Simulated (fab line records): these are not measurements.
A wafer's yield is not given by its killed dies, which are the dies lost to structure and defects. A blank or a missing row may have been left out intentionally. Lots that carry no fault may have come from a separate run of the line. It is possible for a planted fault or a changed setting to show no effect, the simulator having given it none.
Problem report in the 8D (eight disciplines) form, filled by code -- flow n5-finfet -- the parts of the form that need people (team, actions taken, sign-off) are left out

== 1. THE PROBLEM ==
Mean of spin-speed-rpm at N5_BEOL_M5_COAT_60: 1345.7 rpm across 6 wafers in 2 lots; on wafers with no fault it is 1500.0 rpm (standard deviation 1). That is -99 or more standard deviations from the usual mean.
The step: time 60 s, resist thk 12 nm.
First seen on wafer L212.1, day 13 00:56, on litho-track-03. The record holds 12 wafers of 4 lots with a number at this step. Rule for "out" (also "out of limits"): further than 4 standard deviations from the usual mean. The other wafers with a number count as sound.

== 2. WHAT IT IS, AND WHAT IT ISN'T ==
question,is,is not
which readings at this step,spin-speed-rpm,-
which lots,"L209, L212","L224, L227"
which wafers of those lots,all that have a number,-
read on which tools,litho-track-03,litho-track-04
when,from day 13 00:56,"up to then (0 sound wafers); but 6 sound wafers of L224, L227 came after"

== 3. THE SUSPECTS, EACH WITH WHAT RULES IT OUT ==
Counting: a tool stays on the suspect list if, at a process step up to the reading, it processed all lots that are out and no sound lot following the first of them.
- litho-track-03 at N5_BEOL_M5_COAT_60 (time 60 s, resist thk 12 nm): ruled out as a lasting fault. After its first lot that is out, L212 (day 13 00:56), sound lots L227 ran on it.
Left after counting: nothing in the record.

== 4. THE CAUSE (what the simulator had put in) ==
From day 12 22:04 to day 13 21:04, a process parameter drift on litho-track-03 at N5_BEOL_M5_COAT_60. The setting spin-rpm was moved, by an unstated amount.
Counting ruled it out, wrongly.

== 5. SEQUENCE OF EFFECTS, ordered by route ==
Each row: a reading whose mean over the struck wafers that have a number lies more than 3 standard deviations from the usual. Scope: only readings with a usual standard deviation given in the record; hours: median across lots of the time from each lot's start at the first step in this table that gives one to its start at this step; sigmas: change in usual standard deviations.
hours,step,reading,usual,on struck wafers,change,sigmas
0,N5_BEOL_M5_COAT_60,spin-speed-rpm,1500.0 rpm,1345.7,-154.3,-99 or more
It contains these process steps:
- N5_BEOL_M5_COAT_60: time 60 s, resist thk 12 nm.

== 6. HOW IT WOULD HAVE BEEN CAUGHT EARLIER ==
First out-of-limits reading in this record: day 13 00:56, which is 3 hours after fault onset at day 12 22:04.
